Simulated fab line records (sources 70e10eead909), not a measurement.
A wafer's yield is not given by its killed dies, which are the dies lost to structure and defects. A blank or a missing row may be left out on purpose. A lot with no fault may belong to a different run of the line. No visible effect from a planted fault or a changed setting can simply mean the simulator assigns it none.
fab line records	flow nand_harc
record lots=6	wafers=18	last_day=33
route steps=1302 shown A_ONON_D1@449 A_CHANNEL_HOLE_D1@450 END@1302
lots that met no fault: from a run of the same line without faults
start_h: hours from the record's first day to the start of the lot's first wafer shown	wait_h: hours since the lot's step before	" the same as in the row above	L1.1+2: a row that stands for several wafers	- no value present, or no start provided	* or withheld: withheld	< > ~ a bound
route shown NAME@n: NAME is a module with steps in the file, n the number in the route of the first one	usual: average and standard deviation across the fault-free wafers	same: alike in all rows	chamber/n: place in a boat	sites: per-site readings	_std_site: their standard deviation	_edge_site: mean of outer sites minus mean of inner sites	radius_mm: how far each site lies from the wafer's centre	mask NAME#n: copy n	behind: the most recent tool/chamber to have shaped the wafer	hold: why the lot went on hold/how many hours it stayed there/how the hold came to an end	device: which transistor (n, p or np) failed to switch	end of line: tests run on the same wafers once the route is complete	step lacking rows: just its recipe	killed: not the wafer's yield, but the dies lost to structure and defects at the first sort	map: per-die view of a wafer (x killed, . not killed, _ where there is no die)
set.NAME: the run value of the setting; set.NAME@STEP: its run value at that earlier step	model.NAME: the simulator's own value behind a step, which no gauge read
lots at selected steps of the route; one table per step, one row per wafer
services: when a tool's chamber went out of use (start_h, in hours from the record's first day, below 0 if earlier), for how many hours, and the reason
## steps
# step NHARC_A_ONON_D1_INSPECT_32
# usual raw_defect_count=66/28
lot.wafer	tool	chamber	start_h	wait_h	raw_defect_count
L757.3	defect_inspect-01	-	187.66	0.0	95
L757.4	"	-	"	"	138
L757.6	"	-	"	"	79
L759.2	defect_inspect-02	-	210.37	0.0	70
L759.3	"	-	"	"	90
L759.4	"	-	"	"	90
L760.1	defect_inspect-02	-	210.65	0.0	35
L760.3	"	-	"	"	38
L760.6	"	-	"	"	40
L762.1	defect_inspect-02	-	235.87	0.0	74
L762.2	"	-	"	"	67
L762.3	"	-	"	"	64
L771.1	defect_inspect-01	-	325.75	0.0	52
L771.4	"	-	"	"	76
L771.5	"	-	"	"	69
L779.1	defect_inspect-02	-	406.09	0.0	49
L779.4	"	-	"	"	26
L779.5	"	-	"	"	40
# step NHARC_A_CHANNEL_HOLE_D1_DEP_00
# recipe target_thk_a=31000	temp_c=400	material=aC
# step NHARC_A_CHANNEL_HOLE_D1_DEP_01
# recipe target_thk_a=1400	target_thk_nm=140	temp_c=400	pressure_torr=3.5	flow_sccm=200	rf_w=350	material=SiON
# step NHARC_A_CHANNEL_HOLE_D1_DEHYDRATE_02
# recipe temp_c=150	time_s=120
# step NHARC_A_CHANNEL_HOLE_D1_HMDS_03
# recipe time_s=30
# step NHARC_A_CHANNEL_HOLE_D1_COAT_36
# recipe temp_c=260	time_s=75
# step NHARC_A_CHANNEL_HOLE_D1_COAT_37
# recipe temp_c=225	time_s=65
# step NHARC_A_CHANNEL_HOLE_D1_COAT_04
# recipe spin_rpm=1500	resist_thk_nm=90
# step NHARC_A_CHANNEL_HOLE_D1_SOFTBAKE_05
# recipe temp_c=105	time_s=55
# step NHARC_A_CHANNEL_HOLE_D1_EBR_06
# step NHARC_A_CHANNEL_HOLE_D1_EXPOSE_07
# recipe na=1.35	target_cd_nm=100	sigma_outer=0.3	dose_mj=59.65	mask_id=HOLE_D1
# step NHARC_A_CHANNEL_HOLE_D1_PEB_08
# recipe peb_temp_c=100	peb_time_s=65
# usual resist_line_temp_C=22.98/0.12
lot.wafer	tool	chamber	start_h	wait_h	resist_line_temp_C
L757.3	litho_track-06	0	190.15	0.0	23.12
L757.4	"	0	"	"	23.08
L757.6	"	0	"	"	22.89
L759.2	litho_track-06	0	213.01	0.1	22.88
L759.3	"	0	"	"	23.15
L759.4	"	0	"	"	22.80
L760.1	litho_track-06	0	214.92	0.1	22.82
L760.3	"	0	"	"	22.79
L760.6	"	0	"	"	22.80
L762.1	litho_track-01	0	238.72	0.1	23.01
L762.2	"	0	"	"	23.00
L762.3	"	0	"	"	23.13
L771.1	litho_track-04	0	332.36	0.1	22.84
L771.4	"	0	"	"	23.12
L771.5	"	0	"	"	22.95
L779.1	litho_track-01	0	409.20	0.1	22.86
L779.4	"	0	"	"	22.96
L779.5	"	0	"	"	22.99
# step NHARC_A_CHANNEL_HOLE_D1_DEVELOP_09
# recipe develop_time_s=35	dev_temp_c=23
# step NHARC_A_CHANNEL_HOLE_D1_CD_MEAS_10
# recipe target_cd_nm=100	landing_energy_ev=500
# usual cd_nm=100.1/0.53
lot.wafer	tool	chamber	start_h	wait_h	cd_nm
L757.3	cd_sem-02	0	190.24	-	100.3
L757.4	"	0	"	"	100.4
L757.6	"	0	"	"	99.5
L759.2	cd_sem-01	0	213.09	-	102.2
L759.3	"	0	"	"	102.3
L759.4	"	0	"	"	102.4
L760.1	cd_sem-03	0	215.00	-	103.1
L760.3	"	0	"	"	102.6
L760.6	"	0	"	"	102.4
L762.1	cd_sem-02	0	238.79	-	100.8
L762.2	"	0	"	"	100.6
L762.3	"	0	"	"	100.6
L771.1	cd_sem-03	0	332.44	-	99.2
L771.4	"	0	"	"	99.9
L771.5	"	0	"	"	100.4
L779.1	cd_sem-03	0	409.28	-	100.3
L779.4	"	0	"	"	100.8
L779.5	"	0	"	"	99.7
# step NHARC_A_CHANNEL_HOLE_D1_OVL_MEAS_11
# usual overlay_x_nm=-0.1/0.65	overlay_y_nm=0.1/0.83
lot.wafer	tool	chamber	start_h	wait_h	overlay_x_nm	overlay_y_nm
L757.3	overlay-02	-	190.32	-	0.3	1.0
L757.4	"	-	"	"	-0.4	0.1
L757.6	"	-	"	"	0.3	0.3
L759.2	overlay-02	-	213.18	-	-1.0	1.1
L759.3	"	-	"	"	-0.3	1.4
L759.4	"	-	"	"	-0.1	1.5
L760.1	overlay-02	-	215.09	-	0.9	-1.2
L760.3	"	-	"	"	0.3	-1.8
L760.6	"	-	"	"	0.6	-1.4
L762.1	overlay-02	-	238.88	-	-0.5	0.5
L762.2	"	-	"	"	-1.0	0.7
L762.3	"	-	"	"	-1.4	0.1
L771.1	overlay-02	-	332.53	-	-0.4	-0.3
L771.4	"	-	"	"	-0.4	-0.6
L771.5	"	-	"	"	0.0	-0.6
L779.1	overlay-02	-	409.37	-	-0.3	-0.5
L779.4	"	-	"	"	-0.1	-0.7
L779.5	"	-	"	"	0.2	-0.2
# step NHARC_A_CHANNEL_HOLE_D1_INSPECT_12
# usual raw_defect_count=6/3.5
lot.wafer	tool	chamber	start_h	wait_h	raw_defect_count
L757.3	defect_inspect-02	-	190.36	0.0	7
L757.4	"	-	"	"	8
L757.6	"	-	"	"	6
L759.2	defect_inspect-01	-	213.21	0.0	10
L759.3	"	-	"	"	12
L759.4	"	-	"	"	8
L760.1	defect_inspect-01	-	215.13	0.0	3
L760.3	"	-	"	"	9
L760.6	"	-	"	"	2
L762.1	defect_inspect-02	-	238.92	0.0	7
L762.2	"	-	"	"	4
L762.3	"	-	"	"	5
L771.1	defect_inspect-02	-	332.57	0.0	4
L771.4	"	-	"	"	9
L771.5	"	-	"	"	3
L779.1	defect_inspect-02	-	409.41	0.0	5
L779.4	"	-	"	"	1
L779.5	"	-	"	"	2
# step NHARC_A_CHANNEL_HOLE_D1_DESCUM_15
# recipe time_s=3	o2_flow_sccm=200	ar_flow_sccm=0	bias_power_w=0	chemistry=O2
# usual drypump_motor_current_A=5.7/0.45	oes_product_au=1.000/0.012	rf_vpp_V=57.6/0.97	showerhead_plenum_p_Torr=1.88/0.06	throttle_valve_pct=11.312/0.01
lot.wafer	tool	chamber	start_h	wait_h	drypump_motor_current_A	oes_product_au	rf_hours_counter_h	rf_vpp_V	showerhead_plenum_p_Torr	throttle_valve_pct	model.A_CHANNEL_HOLE_D1.cd_nm
L757.3	rie_diel-10	2	190.44	0.1	5.0	1.001	10	57.8	1.83	11.306	100.6
L757.6	"	3	"	"	6.3	0.992	-	56.7	1.86	11.302	99.23
L757.4	"	2	"	"	5.0	0.997	-	56.2	1.83	11.336	100.6
L759.4	rie_diel-02	2	213.28	0.1	5.7	0.996	46	58.5	1.82	11.298	103.6
L759.3	"	0	"	"	6.1	0.979	58	57.2	1.92	11.310	103
L759.2	"	1	"	"	6.0	1.010	50	58.7	1.95	11.295	102.2
L760.3	rie_diel-09	2	215.21	0.1	5.7	1.007	18	58.8	2.01	11.307	101.4
L760.1	"	3	"	"	5.9	0.995	18	56.7	1.83	11.316	102.8
L760.6	"	1	"	"	6.2	1.002	-	58.2	1.99	11.313	101.6
L762.3	rie_diel-10	1	238.98	0.1	5.7	1.005	14	56.1	1.85	11.309	100.5
L762.2	"	2	"	"	4.9	0.991	14	57.1	1.83	11.318	100.3
L762.1	"	3	"	"	6.3	0.991	14	57.3	1.85	11.311	100.5
L771.4	rie_diel-10	2	332.63	0.1	5.0	1.007	7	58.8	1.83	11.307	99.56
L771.1	"	0	"	"	6.1	1.003	6	58.0	1.94	11.318	98.21
L771.5	"	3	"	"	6.3	0.992	-	58.0	1.85	11.315	100
L779.1	rie_diel-10	0	409.48	0.1	6.1	0.993	11	58.2	1.93	11.308	99.52
L779.4	"	2	"	"	5.0	1.009	13	57.1	1.83	11.319	100.5
L779.5	"	0	"	"	6.0	1.003	-	59.6	1.93	11.309	99.17
# step NHARC_A_CHANNEL_HOLE_D1_ETCH_38
# recipe target_depth_a=390	over_etch_frac=0.3	time_s=65	ion_energy_ev=80	cf4_flow_sccm=150	ar_flow_sccm=0	rf_w=300	bias_w=100	chemistry=CF4
# step NHARC_A_CHANNEL_HOLE_D1_ETCH_39
# recipe target_depth_a=2600	over_etch_frac=0.3	time_s=325	ion_energy_ev=200	n2_flow_sccm=150	h2_flow_sccm=150	ar_flow_sccm=0	rf_w=400	bias_w=150	chemistry=N2/H2
# step NHARC_A_CHANNEL_HOLE_D1_ETCH_34
# recipe target_depth_a=1540	time_s=77	cf4_flow_sccm=100	chf3_flow_sccm=30	ar_flow_sccm=0	rf_w=500	bias_w=200	chemistry=CF4/CHF3
# step NHARC_A_CHANNEL_HOLE_D1_ETCH_16
# recipe target_depth_a=31000	over_etch_frac=0.3	time_s=806	ion_energy_ev=150	o2_flow_sccm=400	cos_flow_sccm=20	ar_flow_sccm=0	rf_w=500	bias_w=300	chemistry=O2/COS
# usual drypump_motor_current_A=5.7/0.44	oes_product_au=1.001/0.013	rf_fwd_power_W=499.6/1.4	rf_vpp_V=313.5/1.7	showerhead_plenum_p_Torr=3.08/0.094	throttle_valve_pct=28.331/0.0091
lot.wafer	tool	chamber	start_h	wait_h	drypump_motor_current_A	oes_product_au	rf_fwd_power_W	rf_hours_counter_h	rf_vpp_V	showerhead_plenum_p_Torr	throttle_valve_pct
L757.3	rie_diel-10	2	-	-	5.0	1.001	498.1	11	310.9	3.00	28.322
L757.6	"	3	"	"	6.3	0.993	500.8	-	314.4	3.03	28.331
L757.4	"	2	"	"	5.0	1.006	501.7	-	311.5	3.00	28.333
L759.3	rie_diel-02	0	-	-	6.1	1.003	497.6	59	314.5	3.14	28.333
L759.2	"	1	"	"	6.0	1.016	500.0	51	317.3	3.18	28.342
L759.4	"	2	"	"	5.7	1.008	498.7	46	311.1	2.97	28.336
L760.1	rie_diel-09	3	-	-	5.9	1.013	498.4	18	313.5	3.00	28.344
L760.3	"	0	"	"	5.2	0.992	499.0	18	312.4	3.12	28.317
L760.6	"	3	"	"	5.9	1.025	498.7	-	314.3	3.00	28.325
L762.2	rie_diel-10	2	-	-	5.0	0.992	500.2	14	312.0	3.00	28.329
L762.1	"	3	"	"	6.3	0.996	499.1	14	312.2	3.03	28.336
L762.3	"	0	"	"	6.1	0.987	501.8	14	314.9	3.16	28.330
L771.4	rie_diel-10	3	-	-	6.2	0.983	501.4	6	312.3	3.03	28.340
L771.1	"	2	"	"	5.0	1.006	498.6	7	312.3	2.99	28.334
L771.5	"	0	"	"	6.1	1.000	500.5	-	315.0	3.16	28.335
L779.4	rie_diel-10	3	-	-	6.3	1.008	497.6	12	312.3	3.03	28.324
L779.1	"	1	"	"	5.6	0.985	498.1	14	313.8	3.02	28.319
L779.5	"	3	"	"	6.3	0.996	499.8	-	312.4	3.03	28.330
# step NHARC_A_CHANNEL_HOLE_D1_CD_MEAS_18
# usual cd_nm=100/3.2
lot.wafer	tool	chamber	start_h	wait_h	cd_nm
L757.3	cd_sem-01	-	191.74	-	101
L757.4	"	-	"	"	100
L757.6	"	-	"	"	98
L759.2	cd_sem-02	-	214.39	-	97
L759.3	"	-	"	"	100
L759.4	"	-	"	"	104
L760.1	cd_sem-03	-	216.29	-	107
L760.3	"	-	"	"	105
L760.6	"	-	"	"	105
L762.1	cd_sem-01	-	240.10	-	98
L762.2	"	-	"	"	102
L762.3	"	-	"	"	100
L771.1	cd_sem-03	-	333.73	-	97
L771.4	"	-	"	"	103
L771.5	"	-	"	"	97
L779.1	cd_sem-03	-	410.59	-	102
L779.4	"	-	"	"	101
L779.5	"	-	"	"	102
# step NHARC_A_CHANNEL_HOLE_D1_ETCH_19
# recipe bias_v=1200	source_w=2500	pressure_mtorr=15	time_s=34.5	ar_flow_sccm=375	c4f8_flow_sccm=28.8	o2_flow_sccm=96.2	temp_c=-20	target_depth_a=*	chemistry=C4F8/O2/Ar
# step NHARC_A_CHANNEL_HOLE_D1_ETCH_20
# recipe bias_v=3000	source_w=withheld	pressure_mtorr=20	time_s=361.9	ar_flow_sccm=375	c4f8_flow_sccm=89.3	o2_flow_sccm=35.7	temp_c=-20	target_depth_a=16000	chemistry=C4F8/O2/Ar
# step NHARC_A_CHANNEL_HOLE_D1_ETCH_21
# recipe bias_v=3000	source_w=withheld	pressure_mtorr=20	time_s=514.3	ar_flow_sccm=375	c4f8_flow_sccm=89.3	o2_flow_sccm=35.7	temp_c=-20	target_depth_a=16000	chemistry=C4F8/O2/Ar
# usual drypump_motor_current_A=5.43/0.18	showerhead_plenum_p_Torr=3.67/0.082	throttle_valve_pct=32.154/0.0088
lot.wafer	tool	chamber	start_h	wait_h	drypump_motor_current_A	rf_hours_counter_h	showerhead_plenum_p_Torr	throttle_valve_pct
L757.3	har_etch-01	0	192.38	0.3	5.71	-	3.73	32.164
L757.4	"	1	"	"	5.43	-	3.65	32.163
L757.6	"	0	"	"	5.68	-	3.73	32.143
L759.2	har_etch-01	0	214.89	0.3	5.72	100	3.73	32.163
L759.3	"	0	"	"	5.72	-	3.73	32.163
L759.4	"	1	"	"	5.40	-	3.64	32.164
L760.1	har_etch-02	0	216.79	0.3	5.30	313	3.60	32.147
L760.3	"	0	"	"	5.26	-	3.60	32.157
L760.6	"	1	"	"	5.27	-	3.76	32.156
L762.2	har_etch-01	1	240.60	0.3	5.39	119	3.63	32.153
L762.1	"	0	"	"	5.69	119	3.72	32.146
L762.3	"	1	"	"	5.41	-	3.63	32.159
L771.1	har_etch-02	0	335.97	0.3	5.25	389	3.56	32.152
L771.4	"	0	"	"	5.28	-	3.56	32.147
L771.5	"	1	"	"	5.27	-	3.72	32.143
L779.1	har_etch-02	1	413.05	0.3	5.26	15	3.70	32.148
L779.4	"	0	"	"	5.28	-	3.92	32.144
L779.5	"	1	"	"	5.26	-	3.70	32.163
# step NHARC_A_CHANNEL_HOLE_D1_ETCH_22
# recipe bias_v=3000	source_w=withheld	pressure_mtorr=20	time_s=666.7	ar_flow_sccm=375	c4f8_flow_sccm=89.3	o2_flow_sccm=35.7	temp_c=-20	target_depth_a=16000	chemistry=C4F8/O2/Ar
# usual drypump_motor_current_A=5.43/0.18	showerhead_plenum_p_Torr=3.67/0.082	throttle_valve_pct=32.155/0.008
lot.wafer	tool	chamber	start_h	wait_h	drypump_motor_current_A	rf_hours_counter_h	showerhead_plenum_p_Torr	throttle_valve_pct
L757.3	har_etch-01	0	192.87	0.4	5.70	-	3.73	32.154
L757.4	"	1	"	"	5.41	-	3.65	32.160
L757.6	"	0	"	"	5.71	-	3.73	32.158
L759.2	har_etch-01	0	215.33	0.4	5.71	100	3.73	32.158
L759.3	"	0	"	"	5.73	-	3.73	32.146
L759.4	"	1	"	"	5.37	-	3.64	32.150
L760.1	har_etch-02	0	217.23	0.4	5.28	313	3.60	32.157
L760.3	"	0	"	"	5.27	-	3.60	32.144
L760.6	"	1	"	"	5.27	-	3.76	32.159
L762.2	har_etch-01	1	241.04	0.4	5.44	119	3.63	32.160
L762.1	"	0	"	"	5.65	119	3.72	32.159
L762.3	"	1	"	"	5.43	-	3.63	32.138
L771.1	har_etch-02	0	336.44	0.4	5.30	390	3.55	32.155
L771.4	"	0	"	"	5.29	-	3.56	32.143
L771.5	"	1	"	"	5.29	-	3.72	32.153
L779.1	har_etch-02	1	413.51	0.4	5.26	16	3.70	32.156
L779.4	"	0	"	"	5.25	-	3.92	32.156
L779.5	"	1	"	"	5.27	-	3.70	32.158
# step NHARC_A_CHANNEL_HOLE_D1_ETCH_23
# recipe bias_v=5000	source_w=withheld	pressure_mtorr=20	time_s=819	ar_flow_sccm=375	c4f8_flow_sccm=89.3	o2_flow_sccm=35.7	temp_c=-20	target_depth_a=16000	chemistry=C4F8/O2/Ar
# step NHARC_A_CHANNEL_HOLE_D1_ETCH_24
# recipe bias_v=5000	source_w=withheld	pressure_mtorr=20	time_s=906.2	ar_flow_sccm=375	c4f8_flow_sccm=93.8	o2_flow_sccm=31.2	temp_c=-20	target_depth_a=15000	chemistry=C4F8/O2/Ar
# usual drypump_motor_current_A=5.43/0.18	showerhead_plenum_p_Torr=3.67/0.082	throttle_valve_pct=32.236/0.0099
lot.wafer	tool	chamber	start_h	wait_h	drypump_motor_current_A	rf_hours_counter_h	showerhead_plenum_p_Torr	throttle_valve_pct
L757.3	har_etch-01	0	194.20	0.6	5.70	-	3.73	32.242
L757.4	"	1	"	"	5.41	-	3.64	32.248
L757.6	"	0	"	"	5.71	-	3.73	32.257
L759.2	har_etch-01	0	216.60	0.6	5.72	101	3.72	32.221
L759.3	"	0	"	"	5.69	-	3.72	32.231
L759.4	"	1	"	"	5.40	-	3.64	32.230
L760.1	har_etch-02	0	218.49	0.6	5.28	315	3.59	32.230
L760.3	"	0	"	"	5.25	-	3.59	32.259
L760.6	"	1	"	"	5.24	-	3.75	32.238
L762.2	har_etch-01	1	242.30	0.6	5.43	121	3.63	32.255
L762.1	"	0	"	"	5.65	121	3.71	32.231
L762.3	"	1	"	"	5.41	-	3.63	32.227
L771.1	har_etch-02	0	337.74	0.6	5.27	391	3.55	32.219
L771.4	"	0	"	"	5.31	-	3.55	32.238
L771.5	"	1	"	"	5.29	-	3.72	32.245
L779.1	har_etch-02	1	414.83	0.6	5.25	17	3.69	32.237
L779.4	"	0	"	"	5.29	-	3.92	32.236
L779.5	"	1	"	"	5.27	-	3.69	32.232
# step NHARC_A_CHANNEL_HOLE_D1_ETCH_25
# recipe bias_v=5000	source_w=withheld	pressure_mtorr=20	time_s=1040.2	ar_flow_sccm=375	c4f8_flow_sccm=93.8	o2_flow_sccm=31.2	temp_c=-20	target_depth_a=15000	chemistry=C4F8/O2/Ar
# step NHARC_A_CHANNEL_HOLE_D1_ETCH_26
# recipe bias_v=300	source_w=2000	pressure_mtorr=30	time_s=224.1	ar_flow_sccm=375	c4f8_flow_sccm=11.4	o2_flow_sccm=113.6	temp_c=-20	target_depth_a=3000	chemistry=C4F8/O2/Ar
# usual drypump_motor_current_A=5.43/0.18	showerhead_plenum_p_Torr=3.71/0.086	throttle_valve_pct=24.584/0.01
lot.wafer	tool	chamber	start_h	wait_h	drypump_motor_current_A	rf_hours_counter_h	showerhead_plenum_p_Torr	throttle_valve_pct
L757.3	har_etch-01	0	195.67	0.5	5.71	-	3.78	24.593
L757.4	"	1	"	"	5.41	-	3.69	24.566
L757.6	"	0	"	"	5.72	-	3.78	24.587
L759.2	har_etch-01	0	218.24	0.7	5.71	103	3.77	24.581
L759.3	"	0	"	"	5.70	-	3.77	24.582
L759.4	"	1	"	"	5.39	-	3.68	24.579
L760.1	har_etch-02	0	220.14	0.7	5.27	316	3.63	24.585
L760.3	"	0	"	"	5.29	-	3.63	24.580
L760.6	"	1	"	"	5.26	-	3.80	24.581
L762.2	har_etch-01	1	243.94	0.7	5.41	122	3.67	24.591
L762.1	"	0	"	"	5.69	122	3.76	24.579
L762.3	"	1	"	"	5.42	-	3.67	24.577
L771.1	har_etch-02	0	339.30	0.6	5.26	392	3.59	24.579
L771.4	"	0	"	"	5.27	-	3.59	24.594
L771.5	"	1	"	"	5.26	-	3.77	24.576
L779.1	har_etch-02	1	416.38	0.6	5.27	19	3.74	24.584
L779.4	"	0	"	"	5.28	-	3.98	24.589
L779.5	"	1	"	"	5.29	-	3.74	24.571
# step NHARC_A_CHANNEL_HOLE_D1_ETCH_33
# recipe bias_v=400	source_w=2000	pressure_mtorr=25	time_s=90	ar_flow_sccm=375	c4f8_flow_sccm=41.7	o2_flow_sccm=83.3	temp_c=-20	target_depth_a=4000	chemistry=C4F8/O2/Ar
# step NHARC_A_CHANNEL_HOLE_D1_STRIP_41
# recipe n2_flow_sccm=150	h2_flow_sccm=150	ar_flow_sccm=0	bias_w=0	chemistry=N2/H2
# step NHARC_A_CHANNEL_HOLE_D1_STRIP_42
# recipe cf4_flow_sccm=100	chf3_flow_sccm=30	ar_flow_sccm=0	bias_w=0	chemistry=CF4/CHF3
# step NHARC_A_CHANNEL_HOLE_D1_STRIP_43
# recipe o2_flow_sccm=400	cos_flow_sccm=20	ar_flow_sccm=0	bias_w=0	chemistry=O2/COS
# step NHARC_A_CHANNEL_HOLE_D1_ETCH_44
# recipe target_depth_a=1400	overetch_a=140	time_s=77	ion_energy_ev=100	cf4_flow_sccm=80	o2_flow_sccm=20	ar_flow_sccm=0	rf_w=300	bias_w=100	chemistry=CF4/O2
# usual drypump_motor_current_A=5.7/0.47	oes_product_au=0.998/0.013	rf_fwd_power_W=297.8/0.94	rf_vpp_V=197.2/1.2	showerhead_plenum_p_Torr=1.31/0.036	throttle_valve_pct=13.398/0.0082
lot.wafer	tool	chamber	start_h	wait_h	drypump_motor_current_A	oes_product_au	rf_fwd_power_W	rf_hours_counter_h	rf_vpp_V	showerhead_plenum_p_Torr	throttle_valve_pct	model.A_CHANNEL_HOLE_D1.cd_nm
L757.4	rie_diel-09	2	196.56	0.1	5.7	1.009	297.8	13	199.5	1.40	13.400	91.63
L757.3	"	3	"	"	5.9	1.015	297.5	12	197.0	1.28	13.398	90.15
L757.6	"	0	"	"	5.2	1.001	298.6	-	197.6	1.34	13.399	90.43
L759.2	rie_diel-10	0	219.19	0.1	6.0	0.992	296.2	11	197.3	1.35	13.389	93.71
L759.3	"	1	"	"	5.7	0.989	297.5	12	198.8	1.30	13.408	94.07
L759.4	"	2	"	"	5.0	0.998	298.1	13	196.3	1.28	13.389	92.97
L760.1	rie_diel-10	2	221.57	0.1	4.9	1.006	297.4	13	196.5	1.28	13.407	95.11
L760.3	"	0	"	"	6.0	0.998	297.7	11	198.9	1.35	13.387	94.83
L760.6	"	2	"	"	5.0	1.011	297.7	-	196.9	1.28	13.391	95.02
L762.2	rie_diel-02	0	244.89	0.1	6.1	0.992	298.6	5	198.9	1.34	13.402	92.78
L762.1	"	1	"	"	6.0	1.002	296.5	5	198.3	1.36	13.382	90.84
L762.3	"	2	"	"	5.6	1.022	298.4	5	195.9	1.27	13.401	93.83
L771.4	rie_diel-10	3	340.22	0.1	6.3	0.998	296.2	7	195.4	1.29	13.406	91.84
L771.1	"	0	"	"	6.0	0.999	297.6	7	197.1	1.35	13.389	89.31
L771.5	"	2	"	"	4.9	1.001	297.1	-	197.0	1.28	13.413	88.57
L779.4	rie_diel-10	2	417.29	0.0	5.0	0.993	299.1	13	196.2	1.28	13.395	90.02
L779.1	"	3	"	"	6.3	0.982	298.0	13	197.1	1.29	13.389	91.86
L779.5	"	3	"	"	6.3	0.981	298.5	-	196.2	1.29	13.397	91.2
# step NHARC_A_CHANNEL_HOLE_D1_STRIP_27
# recipe o2_flow_sccm=500	ar_flow_sccm=0	bias_w=0	chemistry=O2
# step NHARC_END_SORT_01
# recipe temp_c=25
# usual killed_at_array=52/18	killed_at_other=1.0/1.4	killed_at_periphery=3.1/2.3	killed_dies=56/17	killed_open=3.0/1.7	killed_short=2.5/1.7
# same gross_dies=677
lot.wafer	tool	chamber	start_h	wait_h	killed_at_array	killed_at_other	killed_at_periphery	killed_dies	killed_open	killed_short
L759.2	prober-01	0	604.73	2.8	32	2	2	36	3	1
L759.3	prober-01	0	605.53	3.1	28	0	4	32	2	1
L759.4	prober-01	0	606.33	3.4	25	1	2	28	2	1
L762.1	prober-02	0	620.91	2.5	66	0	1	67	1	0
L762.2	prober-02	0	621.71	2.8	61	2	1	64	6	1
L762.3	prober-02	0	622.51	3.1	65	0	1	66	0	5
L771.1	prober-02	0	709.84	2.4	74	0	1	75	2	0
L771.4	prober-02	0	712.23	3.4	65	1	1	67	4	0
L771.5	prober-02	0	713.03	3.7	72	0	1	73	1	1
# killed by level:class
L759.2 A_CHANNEL_HOLE_D2:chamber_film_flake=10 A_STAIRCASE:chamber_film_flake=5 A_CONTACT:chamber_film_flake=5 A_ZERO_WELL:chamber_film_flake=4 A_CHANNEL_HOLE_D1:chamber_film_flake=2 THIN_TSV:chamber_film_flake=2 P_STI:geometric_particle:open=1 A_CHANNEL_FILL_D2:geometric_particle:open=1
L759.3 A_CHANNEL_HOLE_D2:chamber_film_flake=12 A_STAIRCASE:chamber_film_flake=7 A_CHANNEL_FILL_D1:chamber_film_flake=2 A_CONTACT:chamber_film_flake=2 A_CHANNEL_HOLE_D2:geometric_particle:short=1 A_WL_FILL:geometric_particle:open=1 A_M1:geometric_particle:open=1 P_ZERO_WELL:chamber_film_flake=1
L759.4 A_CHANNEL_HOLE_D2:chamber_film_flake=8 A_CONTACT:chamber_film_flake=8 A_STAIRCASE:chamber_film_flake=3 A_CHANNEL_HOLE_D1:geometric_particle:open=1 A_CHANNEL_FILL_D1:geometric_particle:open=1 P_STI:chamber_film_flake=1 A_BLC:geometric_particle:short=1 P_ZERO_WELL:chamber_film_flake=1
L762.1 A_CHANNEL_HOLE_D2:chamber_film_flake=29 A_SLIT:chamber_film_flake=24 A_SGD_CUT:chamber_film_flake=5 A_CONTACT:chamber_film_flake=3 A_CHANNEL_HOLE_D1:chamber_film_flake=2 A_SOURCE_PLATE:geometric_particle:open=1 P_ZERO_WELL:chamber_film_flake=1 A_CHANNEL_FILL_D2:chamber_film_flake=1
L762.2 A_SLIT:chamber_film_flake=25 A_CHANNEL_HOLE_D2:chamber_film_flake=15 A_CHANNEL_FILL_D2:chamber_film_flake=5 A_SGD_CUT:chamber_film_flake=5 A_CHANNEL_HOLE_D1:chamber_film_flake=3 A_ONON_D1:geometric_particle:open=2 STARTING-WAFER:geometric_particle:open=2 A_CONTACT:chamber_film_flake=2
L762.3 A_SLIT:chamber_film_flake=27 A_CHANNEL_HOLE_D2:chamber_film_flake=19 A_CHANNEL_HOLE_D1:chamber_film_flake=4 A_CONTACT:chamber_film_flake=4 A_SGD_CUT:chamber_film_flake=4 A_CHANNEL_FILL_D2:chamber_film_flake=2 P_STI:geometric_particle:short=1 A_ONON_D1:geometric_particle:short=1
L771.1 A_SLIT:chamber_film_flake=29 A_CHANNEL_HOLE_D1:chamber_film_flake=27 A_CHANNEL_HOLE_D2:chamber_film_flake=11 A_CONTACT:chamber_film_flake=2 A_ONON_D2:geometric_particle:open=1 A_CHANNEL_FILL_D2:geometric_particle:open=1 P_GATE:chamber_film_flake=1 A_DECK1_JOINT:chamber_film_flake=1
L771.4 A_CHANNEL_HOLE_D1:chamber_film_flake=24 A_SLIT:chamber_film_flake=22 A_CHANNEL_HOLE_D2:chamber_film_flake=11 A_WL_FILL:chamber_film_flake=4 P_M1:geometric_particle:open=1 A_DECK1_JOINT:geometric_particle:open=1 A_WL_FILL:geometric_particle:open=1 A_M1:geometric_particle:open=1
L771.5 A_SLIT:chamber_film_flake=33 A_CHANNEL_HOLE_D1:chamber_film_flake=20 A_CHANNEL_HOLE_D2:chamber_film_flake=13 A_ZERO_WELL:chamber_film_flake=2 A_SOURCE_PLATE:geometric_particle:short=1 A_CONTACT:geometric_particle:open=1 P_ZERO_WELL:chamber_film_flake=1 A_WL_FILL:chamber_film_flake=1
## services
tool	chamber	start_h	hours	kind
rie_diel-02	0	173.06	6.3	repair
rie_diel-02	1	175.62	11.2	repair
litho_track-06	-	179.00	7.0	pm
rie_diel-10	0	186.44	9.7	repair
litho_track-04	-	203.00	7.0	pm
rie_diel-10	0	204.77	7.2	repair
rie_diel-10	1	206.47	4.1	repair
rie_diel-02	-	217.35	9.0	pm
rie_diel-10	-	242.50	9.0	pm
rie_diel-02	0	246.34	2.0	repair
rie_diel-02	1	250.84	4.1	repair
rie_diel-02	2	270.03	1.9	repair
rie_diel-09	-	322.27	9.0	pm
litho_track-01	-	330.00	7.0	pm
rie_diel-02	1	352.67	2.9	repair
litho_track-06	-	354.00	7.0	pm
rie_diel-09	1	362.60	6.4	repair
rie_diel-10	0	366.22	3.1	repair
har_etch-02	-	379.55	17.0	pm
rie_diel-10	3	380.62	2.5	repair
rie_diel-09	-	382.34	0.5	repair
rie_diel-10	0	391.42	5.9	repair
rie_diel-02	-	394.35	9.0	pm
rie_diel-09	1	402.16	8.5	repair
## key
first_sign step=NHARC_A_CHANNEL_HOLE_D1_CD_MEAS_10	reading=cd_nm	direction=up	sigmas=4.5	usual=100.1	struck=102.5
effect none on later readings
model_effect step=NHARC_A_CHANNEL_HOLE_D1_DESCUM_15	value=A_CHANNEL_HOLE_D1.cd_nm	without=100	struck=102.4
model_effect step=NHARC_A_CHANNEL_HOLE_D1_ETCH_44	value=A_CHANNEL_HOLE_D1.cd_nm	without=91.86	struck=94.29
met_at NHARC_A_CHANNEL_HOLE_D1_PEB_08
struck_wafers L759.2,L759.3,L759.4,L760.1,L760.3,L760.6
tester_left_out L759,L760
onset_between 190.15 213.01
fault kind=process_parameter_drift	tool=litho_track-06	chamber=-	onset_h=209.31	steps=NHARC_A_CHANNEL_HOLE_D1_PEB_08	channel=peb_time_s	offset=*	shape=step	end_h=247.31	acts_in=*	stated=*
# tester_left_out: of these lots the tester's yield and bins aren't shown, on N5 and GAA mostly nor the transistor test; their killed dies are dies lost to structure and defects alone, not to doping, threshold or leakage, so they don't give the yield
